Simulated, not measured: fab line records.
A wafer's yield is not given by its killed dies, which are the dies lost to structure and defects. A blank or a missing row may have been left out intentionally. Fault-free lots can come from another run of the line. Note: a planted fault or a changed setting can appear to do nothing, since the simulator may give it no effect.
fab line records ; flow n5Finfet
record: lots: 5; wafers: 15; lastDay: 17
route steps=1938 shown BEOL_M1@758 BEOL_M4@1111 PASSIVATION@1936
lots that met no fault: from a run of the same line without faults
startH: the number of hours between the record's first day and the start of the first shown wafer of the lot ; waitH: hours since the lot's step before ; " identical to the entry in the row above ; L1.1+2: several wafers, shown together as one row ; - either no value or no given start ; * or withheld: withheld ; < > ~ a bound
route shown NAME@n: names a module that has steps shown in the file, with the first one's number in the route ; usual: average and standard deviation across the fault-free wafers ; same: alike in all rows ; chamber/n: place in a boat ; sites: each site's reading ; _std_site: how widely they spread, as a standard deviation ; _edge_site: outer sites' mean less inner sites' ; radiusMm: how far each site lies from the wafer's centre ; mask NAME#n: copy n ; behind: tool/chamber where the wafer was last shaped ; hold: cause of the lot's hold/its duration in hours/its outcome ; device: which transistor (n, p or np) failed to switch ; end of line: the tests these same wafers got at the end of their route ; step lacking rows: just its recipe ; killed: the dies lost at the first sort to structure and to defects; this is not the yield of the wafer ; map: shows each die of a wafer: x if killed, . if not, _ if none is there
set.NAME: the setting as run; set.NAME@STEP: as run at that earlier step ; model.NAME: the simulator's own value behind a step, which no gauge read
a table for each step, a row for each wafer; lots at some steps of the route
services: from which hour (startH, from the record's first day; less than 0 if before it) a tool's chamber was out of use, for how many hours, and why
== steps ==
step: N5_BEOL_M1_COAT_05
recipe: resist: CAR-EUV; spinRpm: 1500; resistThkNm: 30
step: N5_BEOL_M1_EBR_07
recipe: solvent: PGMEA; ebrWidthMm: 1.5
step: N5_BEOL_M1_SOFTBAKE_06
recipe: tempC: 110; timeS: 60; resist: CAR-EUV
step: N5_BEOL_M1_EXPOSE_08
recipe: maskId: M1; na: 0.33; sourceShape: dipole; sigmaInner: 0.369; sigmaOuter: 0.767; polarization: unpolarized; doseMj: 33
step: N5_BEOL_M1_PEB_09
recipe: pebTempC: 100; pebTimeS: 60; resist: CAR-EUV
step: N5_BEOL_M1_DEVELOP_10
recipe: developTimeS: 30; developer: TMAH; resist: CAR-EUV; rinseLiquid: surfactantRinse; dry: airSpin; devTempC: 23
step: N5_BEOL_M1_CD_MEAS_11
recipe: targetCdNm: 17.05; landingEnergyEv: 500; detector: seInlens; polarity: opening
usual: cdNm: 17.07/0.26
lot.wafer;tool;chamber;startH;waitH;cdNm
L373.3;cdSem-03;0;154.09;-;17.16
L373.4;cdSem-03;0;154.09;-;17.05
L373.5;cdSem-03;0;154.09;-;17.22
L378.1;cdSem-02;0;165.31;-;17.27
L378.4;cdSem-02;0;165.31;-;17.04
L378.6;cdSem-02;0;165.31;-;16.86
L382.3;cdSem-03;0;197.50;-;16.72
L382.4;cdSem-03;0;197.50;-;16.88
L382.5;cdSem-03;0;197.50;-;17.42
L390.2;cdSem-01;0;241.71;-;17.76
L390.3;cdSem-01;0;241.71;-;17.12
L390.6;cdSem-01;0;241.71;-;16.92
L391.1;cdSem-01;0;246.99;-;16.70
L391.3;cdSem-01;0;246.99;-;16.94
L391.4;cdSem-01;0;246.99;-;16.34
step: N5_BEOL_M1_OVL_MEAS_12
recipe: pointsPerWafer: 522
usual: M1_OVL: -0.2/0.74
lot.wafer;tool;chamber;startH;waitH;M1_OVL[nm]
L373.3;overlay-02;0;154.13;0.0;-1.5
L373.4;overlay-02;0;154.13;0.0;-0.7
L373.5;overlay-02;0;154.13;0.0;-2.0
L378.1;overlay-01;0;165.34;0.0;0.0
L378.4;overlay-01;0;165.34;0.0;-0.4
L378.6;overlay-01;0;165.34;0.0;-0.5
L382.3;overlay-01;0;197.54;0.0;-0.1
L382.4;overlay-01;0;197.54;0.0;0.3
L382.5;overlay-01;0;197.54;0.0;-0.6
L390.2;overlay-01;0;241.75;0.0;-1.4
L390.3;overlay-01;0;241.75;0.0;-0.8
L390.6;overlay-01;0;241.75;0.0;-1.4
L391.1;overlay-01;0;247.02;0.0;1.3
L391.3;overlay-01;0;247.02;0.0;-0.3
L391.4;overlay-01;0;247.02;0.0;-0.3
step: N5_BEOL_M1_INSPECT_13
recipe: mode: adi; inspectInstrument: brightfield
usual: rawDefectCount: 418/90
lot.wafer;tool;chamber;startH;waitH;rawDefectCount
L373.3;defectInspect-01;-;154.18;0.0;495
L373.4;defectInspect-01;-;154.18;0.0;408
L373.5;defectInspect-01;-;154.18;0.0;435
L378.1;defectInspect-02;-;165.39;0.1;377
L378.4;defectInspect-02;-;165.39;0.1;453
L378.6;defectInspect-02;-;165.39;0.1;330
L382.3;defectInspect-01;-;197.59;0.0;505
L382.4;defectInspect-01;-;197.59;0.0;451
L382.5;defectInspect-01;-;197.59;0.0;324
L390.2;defectInspect-02;-;241.80;0.0;311
L390.3;defectInspect-02;-;241.80;0.0;479
L390.6;defectInspect-02;-;241.80;0.0;538
L391.1;defectInspect-01;-;247.08;0.1;455
L391.3;defectInspect-01;-;247.08;0.1;541
L391.4;defectInspect-01;-;247.08;0.1;520
step: N5_BEOL_M1_DESCUM_16
recipe: chemistry: O2; timeS: 7; sourcePowerW: 50; biasPowerW: 20; pressureMtorr: 20; rfFrequencyHz: 2.712e+07; tempC: 40; resist: CAR-EUV; o2FlowSccm: 225
usual: drypumpMotorCurrentA: 5.7/0.46; oesProductAu: 0.78/0.1; rfVppV: 243.4/1.3; showerheadPlenumPTorr: 2.11/0.072; tempC: 39.99/0.11; throttleValvePct: 20.4/0.35
lot.wafer;tool;chamber;startH;waitH;drypumpMotorCurrentA;oesProductAu;rfHoursCounterH;rfVppV;showerheadPlenumPTorr;tempC;throttleValvePct
L373.3;rieDiel-02;3;154.25;0.1;5.4;0.90;24;246.0;2.24;39.90;20.3
L373.4;rieDiel-02;1;154.25;0.1;5.8;0.73;173;244.8;2.17;39.97;20.6
L373.5;rieDiel-02;0;154.25;0.1;6.0;0.74;-;245.0;2.08;39.82;20.6
L378.1;rieDiel-04;1;165.53;0.1;6.2;0.69;229;240.3;2.00;39.82;20.8
L378.4;rieDiel-04;0;165.53;0.1;5.2;0.95;7;243.7;2.26;39.94;20.2
L378.6;rieDiel-04;2;165.53;0.1;4.9;0.82;-;242.6;2.14;39.95;20.5
L382.3;rieDiel-02;2;197.62;0.0;5.7;0.69;248;243.2;2.09;40.07;21.0
L382.4;rieDiel-02;1;197.62;0.0;5.8;0.71;184;243.8;2.16;39.93;20.6
L382.5;rieDiel-02;2;197.62;0.0;5.7;0.69;-;242.4;2.09;39.88;21.0
L390.2;rieDiel-05;0;241.83;0.0;6.5;0.69;210;243.9;2.16;40.18;20.8
L390.3;rieDiel-05;1;241.83;0.0;5.5;0.69;230;242.1;2.05;40.07;20.4
L390.6;rieDiel-05;1;241.83;0.0;5.5;0.68;-;243.1;2.05;40.06;20.4
L391.1;rieDiel-04;1;247.26;0.2;6.2;0.68;249;240.3;1.99;40.11;20.8
L391.3;rieDiel-04;0;247.26;0.2;5.2;0.89;28;245.3;2.25;40.00;20.2
L391.4;rieDiel-04;3;247.26;0.2;5.0;0.86;47;243.1;2.09;39.98;19.7
step: N5_BEOL_M1_ETCH_74
recipe: chemistry: N2/H2; target: underlayer; targetDepthA: 65; maskMaterial: CAR-EUV; timeS: 5.2; ionEnergyEv: 200; pressureMtorr: 30; sourceW: 840; biasW: 150; n2FlowSccm: 200; h2FlowSccm: 200; ends: cleared
usual: drypumpMotorCurrentA: 5.7/0.46; etchRfOnTimeS: 5.27/0.15; oesProductAu: 0.67/0.089; rfVppV: 524.4/2.6; showerheadPlenumPTorr: 2.57/0.079; throttleValvePct: 17.9/0.34
lot.wafer;tool;chamber;startH;waitH;drypumpMotorCurrentA;etchRfOnTimeS;oesProductAu;rfHoursCounterH;rfVppV;showerheadPlenumPTorr;throttleValvePct
L373.3;rieDiel-02;3;154.28;0.0;5.4;5.27;0.76;24;528.9;2.72;17.8
L373.4;rieDiel-02;1;154.28;0.0;5.8;5.33;0.61;173;527.4;2.66;18.3
L373.5;rieDiel-02;0;154.28;0.0;6.0;5.55;0.61;-;522.5;2.53;18.0
L378.1;rieDiel-04;1;165.57;0.0;6.2;5.04;0.59;229;518.4;2.41;18.2
L378.4;rieDiel-04;0;165.57;0.0;5.3;5.21;0.82;7;528.1;2.68;17.1
L378.6;rieDiel-04;2;165.57;0.0;4.9;5.06;0.70;-;522.9;2.58;17.7
L382.3;rieDiel-02;2;197.66;0.0;5.6;5.16;0.59;248;524.1;2.50;18.3
L382.4;rieDiel-02;1;197.66;0.0;5.9;5.36;0.62;184;526.5;2.65;18.3
L382.5;rieDiel-02;2;197.66;0.0;5.7;5.14;0.59;-;521.4;2.50;18.3
L390.2;rieDiel-05;0;241.87;0.0;6.5;5.24;0.60;210;526.1;2.61;18.2
L390.3;rieDiel-05;1;241.87;0.0;5.6;5.50;0.57;230;526.2;2.53;18.1
L390.6;rieDiel-05;1;241.87;0.0;5.5;5.51;0.57;-;523.7;2.53;18.1
L391.1;rieDiel-04;1;247.29;0.0;6.2;5.11;0.58;249;520.3;2.40;18.2
L391.3;rieDiel-04;0;247.29;0.0;5.3;5.25;0.76;28;526.5;2.67;17.2
L391.4;rieDiel-04;3;247.29;0.0;5.1;5.29;0.73;47;526.3;2.58;17.4
step: N5_BEOL_M1_ETCH_63
recipe: chemistry: CF4; target: SiARC; targetDepthA: 156; maskMaterial: CAR-EUV; timeS: 26; ionEnergyEv: 80; pressureMtorr: 40; sourceW: 545; biasW: 36; Ar_flow_sccm: 100; cf4FlowSccm: 100; ends: cleared
usual: drypumpMotorCurrentA: 5.7/0.46; etchRfOnTimeS: 26.3/0.81; oesProductAu: 0.67/0.089; rfVppV: 184.3/1.2; showerheadPlenumPTorr: 2.16/0.064; throttleValvePct: 15.6/0.33
lot.wafer;tool;chamber;startH;waitH;drypumpMotorCurrentA;etchRfOnTimeS;oesProductAu;rfHoursCounterH;rfVppV;showerheadPlenumPTorr;throttleValvePct
L373.3;rieDiel-02;3;154.30;0.0;5.4;26.2;0.77;24;186.2;2.27;15.3
L373.4;rieDiel-02;1;154.30;0.0;5.8;26.4;0.62;173;184.5;2.22;15.8
L373.5;rieDiel-02;0;154.30;0.0;6.0;27.8;0.62;-;183.7;2.14;15.8
L378.1;rieDiel-04;1;165.59;0.0;6.2;25.6;0.59;229;182.8;2.06;15.9
L378.4;rieDiel-04;0;165.59;0.0;5.2;26.2;0.81;7;184.2;2.27;15.0
L378.6;rieDiel-04;2;165.59;0.0;4.9;25.2;0.71;-;186.7;2.16;15.5
L382.3;rieDiel-02;2;197.67;0.0;5.6;25.9;0.59;248;183.6;2.12;16.1
L382.4;rieDiel-02;1;197.67;0.0;5.8;27.0;0.60;184;185.0;2.22;15.9
L382.5;rieDiel-02;2;197.67;0.0;5.7;25.6;0.59;-;182.1;2.12;16.1
L390.2;rieDiel-05;0;241.89;0.0;6.5;26.9;0.60;210;184.7;2.20;15.9
L390.3;rieDiel-05;1;241.89;0.0;5.5;27.5;0.58;230;183.5;2.10;15.7
L390.6;rieDiel-05;1;241.89;0.0;5.5;27.5;0.57;-;183.9;2.10;15.7
L391.1;rieDiel-04;1;247.31;0.0;6.2;25.6;0.57;249;182.4;2.05;16.0
L391.3;rieDiel-04;0;247.31;0.0;5.3;26.7;0.76;28;185.5;2.26;15.1
L391.4;rieDiel-04;3;247.31;0.0;5.0;26.9;0.72;47;184.0;2.17;15.1
step: N5_BEOL_M1_ETCH_64
recipe: chemistry: N2/H2; target: SOC; targetDepthA: 750; overetchA: 150; maskMaterial: SiARC; tempC: 40; timeS: 112.5; ionEnergyEv: 200; pressureMtorr: 30; sourceW: 840; biasW: 150; n2FlowSccm: 200; h2FlowSccm: 200
usual: drypumpMotorCurrentA: 5.7/0.46; oesProductAu: 0.63/0.078; rfVppV: 524.5/2.5; showerheadPlenumPTorr: 2.57/0.079; tempC: 39.99/0.12; throttleValvePct: 17.9/0.34
lot.wafer;tool;chamber;startH;waitH;drypumpMotorCurrentA;oesProductAu;rfHoursCounterH;rfVppV;showerheadPlenumPTorr;tempC;throttleValvePct;model.SiARC_of_BEOL_M1_COAT_62.thkNm;model.BEOL_M1.cdOffsetNm
L373.3;rieDiel-02;3;154.33;0.0;5.4;0.72;24;528.4;2.72;39.84;17.7;7;-0.2
L373.4;rieDiel-02;1;154.33;0.0;5.8;0.58;173;525.9;2.66;39.73;18.3;7;-0.4
L373.5;rieDiel-02;0;154.33;0.0;6.0;0.59;-;522.8;2.53;39.90;18.0;7;-0.2
L378.1;rieDiel-04;1;165.61;0.0;6.2;0.55;229;518.5;2.41;40.00;18.1;6.4;0.4
L378.4;rieDiel-04;0;165.61;0.0;5.3;0.76;7;528.6;2.68;39.95;17.1;6.6;0
L378.6;rieDiel-04;2;165.61;0.0;4.9;0.64;-;523.9;2.58;40.01;17.7;7;0.2
L382.3;rieDiel-02;2;197.70;0.0;5.6;0.54;248;522.9;2.50;39.78;18.2;6.8;0
L382.4;rieDiel-02;1;197.70;0.0;5.8;0.58;184;526.9;2.65;40.13;18.3;4.2;0.6
L382.5;rieDiel-02;2;197.70;0.0;5.7;0.55;-;522.5;2.50;40.07;18.3;6.8;0.2
L390.2;rieDiel-05;0;241.91;0.0;6.5;0.56;210;526.7;2.61;40.10;18.1;6.8;-0.4
L390.3;rieDiel-05;1;241.91;0.0;5.5;0.55;230;522.4;2.53;39.97;18.0;7.2;-0.2
L390.6;rieDiel-05;1;241.91;0.0;5.5;0.54;-;521.9;2.53;39.82;18.1;7.2;-0.2
L391.1;rieDiel-04;1;247.34;0.0;6.2;0.53;249;519.4;2.40;39.88;18.2;6.6;0
L391.3;rieDiel-04;0;247.34;0.0;5.3;0.71;28;527.6;2.67;40.04;17.2;6.8;-0.6
L391.4;rieDiel-04;3;247.34;0.0;5.0;0.68;47;524.7;2.58;39.85;17.4;6.8;-0.2
step: N5_BEOL_M1_STRIP_65
recipe: chemistry: N2/H2; tempC: 40; n2FlowSccm: 200; h2FlowSccm: 200; rfFrequencyHz: 6e+07
step: N5_BEOL_M1_STRIP_75
recipe: chemistry: N2/H2; tempC: 40; n2FlowSccm: 200; h2FlowSccm: 200; rfFrequencyHz: 6e+07
step: N5_BEOL_M1_STRIP_66
recipe: chemistry: CF4; resist: SiARC; powerW: 300; biasPowerW: 75; pressureMtorr: 50; cf4FlowSccm: 150; rfFrequencyHz: 6e+07
usual: drypumpMotorCurrentA: 5.7/0.46; oesProductAu: 0.78/0.097; rfVppV: 271.6/1.4; showerheadPlenumPTorr: 1.81/0.05; throttleValvePct: 13.6/0.35
lot.wafer;tool;chamber;startH;waitH;drypumpMotorCurrentA;oesProductAu;rfHoursCounterH;rfVppV;showerheadPlenumPTorr;throttleValvePct
L373.3;rieDiel-02;3;154.46;0.0;5.4;0.89;24;273.0;1.90;13.3
L373.4;rieDiel-02;1;154.46;0.0;5.9;0.72;173;272.6;1.86;13.8
L373.5;rieDiel-02;0;154.46;0.0;6.0;0.74;-;270.5;1.80;13.8
L378.1;rieDiel-04;1;165.74;0.0;6.2;0.67;229;269.4;1.72;13.9
L378.4;rieDiel-04;0;165.74;0.0;5.3;0.94;7;273.7;1.90;13.0
L378.6;rieDiel-04;2;165.74;0.0;4.9;0.80;-;272.2;1.80;13.4
L382.3;rieDiel-02;2;197.83;0.0;5.6;0.68;248;270.6;1.78;14.1
L382.4;rieDiel-02;1;197.83;0.0;5.8;0.71;184;272.7;1.85;13.8
L382.5;rieDiel-02;2;197.83;0.0;5.6;0.68;-;270.1;1.78;14.1
L390.2;rieDiel-05;0;242.04;0.0;6.5;0.70;210;272.8;1.82;13.8
L390.3;rieDiel-05;1;242.04;0.0;5.5;0.68;230;269.8;1.76;13.7
L390.6;rieDiel-05;1;242.04;0.0;5.5;0.68;-;270.7;1.76;13.7
L391.1;rieDiel-04;1;247.46;0.0;6.2;0.66;249;267.5;1.72;14.0
L391.3;rieDiel-04;0;247.46;0.0;5.3;0.89;28;274.6;1.89;13.0
L391.4;rieDiel-04;3;247.46;0.0;5.0;0.86;47;271.3;1.79;13.0
step: N5_BEOL_M1_HM_OPEN_17
recipe: chemistry: Cl2/BCl3; targetDepthA: 200; overetchA: 60; target: TiN; maskMaterial: SOC; ionEnergyEv: 150; pressureMtorr: 10; icpW: 1000; biasW: 126; Cl2_flow_sccm: 53.25; bcl3FlowSccm: 21.75; Ar_flow_sccm: 25
usual: drypumpMotorCurrentA: 5.67/0.29; oesProductAu: 0.70/0.079; throttleValvePct: 21.97/0.16
lot.wafer;tool;chamber;startH;waitH;drypumpMotorCurrentA;oesProductAu;rfHoursCounterH;throttleValvePct;model.BEOL_M1.cdOffsetNm
L373.3;rieMetal-03;0;154.53;0.1;5.63;0.79;-;21.89;-0.2
L373.4;rieMetal-03;1;154.53;0.1;5.65;0.64;-;22.02;-0.2
L373.5;rieMetal-03;0;154.53;0.1;5.66;0.79;-;21.89;0
L378.1;rieMetal-03;0;165.78;0.0;5.64;0.79;9;21.89;0.4
L378.4;rieMetal-03;0;165.78;0.0;5.68;0.78;-;21.87;-0.2
L378.6;rieMetal-03;0;165.78;0.0;5.65;0.78;-;21.87;0.2
L382.3;rieMetal-02;0;197.90;0.1;6.13;0.75;-;22.01;-0.2
L382.4;rieMetal-02;1;197.90;0.1;5.49;0.71;-;21.82;0.6
L382.5;rieMetal-02;0;197.90;0.1;6.14;0.74;-;22.01;0.2
L390.2;rieMetal-03;0;242.08;0.0;5.66;0.75;15;21.92;-0.4
L390.3;rieMetal-03;0;242.08;0.0;5.64;0.76;-;21.89;-0.2
L390.6;rieMetal-03;1;242.08;0.0;5.64;0.64;-;22.00;-0.2
L391.1;rieMetal-01;0;247.50;0.0;5.05;0.48;161;22.46;0.2
L391.3;rieMetal-01;0;247.50;0.0;5.04;0.49;-;22.46;-0.4
L391.4;rieMetal-01;0;247.50;0.0;5.05;0.49;-;22.47;0
step: N5_BEOL_M1_STRIP_19
recipe: chemistry: O2; powerW: 400; tempC: 40; pressureMtorr: 30; rfFrequencyHz: 6e+07; biasPowerW: 0; overashFraction: 0.2; o2FlowSccm: 225
usual: drypumpMotorCurrentA: 5.6/0.44; oesProductAu: 0.79/0.1; rfVppV: 3.7/0.54; showerheadPlenumPTorr: 2.12/0.077; tempC: 39.99/0.11; throttleValvePct: 16.6/0.36
lot.wafer;tool;chamber;startH;waitH;drypumpMotorCurrentA;oesProductAu;rfHoursCounterH;rfVppV;showerheadPlenumPTorr;tempC;throttleValvePct
L373.3;rieDiel-05;0;154.61;0.1;6.4;0.70;184;3.9;2.17;40.03;17.0
L373.4;rieDiel-05;2;154.61;0.1;5.8;0.94;10;4.5;2.04;40.02;16.2
L373.5;rieDiel-05;1;154.61;0.1;5.5;0.71;-;3.8;2.06;39.99;16.7
L378.1;rieDiel-04;1;165.99;0.2;6.2;0.68;229;3.0;2.00;39.83;17.0
L378.4;rieDiel-04;3;165.99;0.2;5.0;0.89;25;3.5;2.10;40.21;16.0
L378.6;rieDiel-04;2;165.99;0.2;4.9;0.81;-;3.0;2.15;40.10;16.7
L382.3;rieDiel-04;1;197.99;0.1;6.2;0.68;237;4.8;2.00;39.90;17.0
L382.4;rieDiel-04;3;197.99;0.1;5.0;0.88;32;3.7;2.10;39.94;16.0
L382.5;rieDiel-04;1;197.99;0.1;6.2;0.68;-;4.0;2.00;40.12;17.0
L390.2;rieDiel-02;1;242.27;0.2;5.8;0.69;198;3.5;2.16;39.93;16.9
L390.3;rieDiel-02;2;242.27;0.2;5.7;0.95;4;3.2;2.09;39.73;16.8
L390.6;rieDiel-02;3;242.27;0.2;5.4;0.86;-;4.8;2.23;39.97;16.5
L391.1;rieDiel-02;0;247.71;0.2;6.1;0.72;208;3.2;2.08;40.03;16.9
L391.3;rieDiel-02;3;247.71;0.2;5.4;0.85;53;4.1;2.23;40.17;16.5
L391.4;rieDiel-02;1;247.71;0.2;5.9;0.69;200;3.6;2.16;40.12;16.9
step: N5_BEOL_M4_RC_MEAS_101
usual: DIBL_N: 36.6/2.1; DIBL_P: 36.5/2.7; IOFF_N: 0.17/0.043; IOFF_P: 0.22/0.045; ION_N: 674/17; ION_P: 461/9.9; SS_N: 71.7/0.79; SS_P: 73.4/0.79; VT_N: 249/4; VT_P: -250/3.3
lot.wafer;tool;chamber;startH;waitH;DIBL_N[mV/V];DIBL_P[mV/V];IOFF_N[nA/um];IOFF_P[nA/um];ION_N[uA/um];ION_P[uA/um];SS_N[mV/dec];SS_P[mV/dec];VT_N[mV];VT_P[mV]
L373.3;prober-02;0;195.24;0.3;36.5;35.6;0.15;0.20;672;456;72.0;73.9;251;-254
L373.4;prober-02;0;195.24;0.3;39.6;40.1;0.23;0.28;699;477;72.4;75.3;244;-247
L373.5;prober-02;0;195.24;0.3;36.5;36.3;0.17;0.21;685;465;72.0;73.8;250;-250
L378.1;prober-01;0;209.08;0.0;37.1;37.3;0.17;0.20;667;454;72.2;73.3;248;-251
L378.4;prober-01;0;209.08;0.0;35.3;35.6;0.12;0.18;649;450;71.6;73.5;257;-256
L378.6;prober-01;0;209.08;0.0;35.7;36.6;0.14;0.20;665;456;71.8;72.8;251;-254
L382.3;prober-02;0;242.78;0.3;34.5;33.3;0.13;0.15;682;460;71.2;72.1;251;-257
L382.4;prober-02;0;242.78;0.3;40.6;41.9;0.25;0.26;683;460;73.0;74.9;245;-252
L382.5;prober-02;0;242.78;0.3;38.3;39.2;0.21;0.22;697;473;72.5;74.2;250;-251
L390.2;prober-01;0;282.97;0.2;37.2;37.1;0.17;0.24;668;456;71.3;73.7;249;-245
L390.3;prober-01;0;282.97;0.2;39.4;41.0;0.26;0.31;711;484;71.9;74.3;242;-247
L390.6;prober-01;0;282.97;0.2;35.5;35.6;0.14;0.21;658;458;70.4;73.3;251;-248
L391.1;prober-02;0;284.22;0.0;33.9;34.9;0.14;0.17;679;459;71.1;72.9;251;-251
L391.3;prober-02;0;284.22;0.0;37.1;37.3;0.19;0.22;678;462;72.2;73.9;247;-250
L391.4;prober-02;0;284.22;0.0;37.5;36.5;0.20;0.20;663;450;72.2;73.0;245;-251
step: N5_PASSIVATION_PROBE_49
usual: defectLimitedYield: 91.5/1.7; killed_at_M0_to_M3: 33/11; killed_at_M4_up: 13/5.2; killedAtContacts: 11/5.7; killedAtFrontEnd: 39/11; killedAtOther: 4/3; killedDies: 101/20; killedOpen: 66/15; killedShort: 33/8.4; sort_bin_5_function: 5.0/1.1; sort_bin_6_memory: 3.2/0.69; sortNPass: 1078/20; sortYieldPct: 91.4/1.7
same: grossDies: 1180; killedAtBackSide: 0; sort_bin_4_leakage[%]: 0; sort_bin_8_speed[%]: 0
lot.wafer;tool;chamber;startH;waitH;defectLimitedYield[%];killed_at_M0_to_M3;killed_at_M4_up;killedAtContacts;killedAtFrontEnd;killedAtOther;killedDies;killedOpen;killedShort;sort_bin_5_function[%];sort_bin_6_memory[%];sortNPass;sortYieldPct[%]
L373.3;prober-01;-;297.43;0.1;91.1;34;19;10;40;2;105;69;33;5.3;3.5;1075;91.1
L373.4;prober-01;-;297.48;0.2;91.9;32;17;7;39;1;96;67;26;4.2;3.6;1084;91.9
L373.5;prober-01;-;297.53;0.2;90.6;32;15;13;44;7;111;83;26;5.6;3.5;1069;90.6
L391.1;prober-01;-;386.67;0.0;90.9;32;8;12;51;4;107;72;34;5.0;3.6;1073;90.9
L391.3;prober-01;-;386.77;0.1;92.5;26;9;12;36;5;88;57;30;3.9;3.1;1092;92.5
L391.4;prober-01;-;386.82;0.2;92.5;28;5;11;33;12;89;48;38;4.5;2.5;1091;92.5
killed by level:class
L373.3 STI_FIN_REVEAL:geometricParticle:open=17 MOL_CONTACT_COAG:geometricParticle:open=9 BEOL_M4:geometricParticle:open=8 FIN_SAQP:geometricParticle:short=7 BEOL_M0_SAQP:geometricParticle:short=7 BEOL_M2:geometricParticle:open=7 BEOL_M0_SAQP:geometricParticle:open=5 BEOL_M1:geometricParticle:open=4
L373.4 STI_FIN_REVEAL:geometricParticle:open=12 BEOL_M0_SAQP:geometricParticle:open=8 FIN_SAQP:geometricParticle:short=6 MOL_CONTACT_COAG:geometricParticle:open=6 BEOL_M3:geometricParticle:open=6 GATE_CUT:geometricParticle:short=5 BEOL_M0:geometricParticle:open=5 BEOL_M6:geometricParticle:open=5
L373.5 STI_FIN_REVEAL:geometricParticle:open=18 MOL_CONTACT_COAG:geometricParticle:open=10 BEOL_M1:geometricParticle:open=8 BEOL_M0:geometricParticle:open=7 BEOL_M4:geometricParticle:open=7 ILD0:geometricParticle:open=5 BEOL_M0_SAQP:geometricParticle:short=5 GATE_CUT:geometricParticle:short=4
L391.1 BEOL_M3:geometricParticle:open=15 FIN_SAQP:geometricParticle:open=11 FIN_SAQP:geometricParticle:short=10 MOL_CONTACT_COAG:geometricParticle:open=10 GATE_CUT:geometricParticle:short=9 GATE_CUT:geometricParticle:open=9 BEOL_M2:geometricParticle:open=6 BEOL_M0_SAQP:geometricParticle:open=5
L391.3 BEOL_M3:geometricParticle:open=12 MOL_CONTACT_COAG:geometricParticle:open=11 GATE_CUT:geometricParticle:short=8 FIN_SAQP:geometricParticle:open=7 FIN_SAQP:geometricParticle:short=6 DUMMY_GATE:geometricParticle:open=5 BEOL_M2:geometricParticle:open=4 BEOL_M4:geometricParticle:open=4
L391.4 BEOL_M3:geometricParticle:open=14 FIN_SAQP:geometricParticle:open=7 GATE_CUT:geometricParticle:short=7 BEOL_M0_SAQP:geometricParticle:short=7 MOL_CONTACT_COAG:geometricParticle:open=6 MOL_CONTACT_COAG:geometricParticle:short=5 STI_FIN_REVEAL:geometricParticle:open=4 STARTING-WAFER:geometricParticle:short=4
== services ==
tool;chamber;startH;hours;kind
rieDiel-02;0;137.14;1.7;repair
rieDiel-05;0;139.20;12.1;repair
rieMetal-01;1;144.96;112.8;repair
rieMetal-03;1;165.66;1.4;repair
rieDiel-02;2;167.26;2.7;repair
rieDiel-04;3;171.42;1.6;repair
rieMetal-01;-;188.23;0.6;repair
rieDiel-04;1;190.80;1.3;repair
rieDiel-02;2;204.99;-;clean
rieDiel-02;2;204.99;-;consumableReplace:focusRing
rieDiel-02;2;204.99;19.7;scheduledDown
rieDiel-02;2;204.99;19.7;ventCycle
rieDiel-05;3;222.62;-;clean
rieDiel-05;3;222.62;-;consumableReplace:focusRing
rieDiel-05;3;222.62;24.3;scheduledDown
rieDiel-05;3;222.62;24.3;ventCycle
rieDiel-05;-;229.87;0.2;repair
== key ==
firstSign none at tools or gauges
modelEffect: step: N5_BEOL_M1_ETCH_64; value: SiARC_of_BEOL_M1_COAT_62.thkNm; without: 7; struck: 4.2
modelEffect: step: N5_BEOL_M1_HM_OPEN_17; value: BEOL_M1.cdOffsetNm; without: -0.8; struck: 0.6
metAt N5_BEOL_M1_ETCH_64
struckWafers L382.4
onsetBetween 154.33 197.70
fault: kind: processParameterDrift; tool: rieDiel-02; chamber: -; onsetH: 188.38; steps: N5_BEOL_M1_ETCH_64; channel: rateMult; offset: 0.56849; shape: step; endH: 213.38; scope: struckWafersOnly
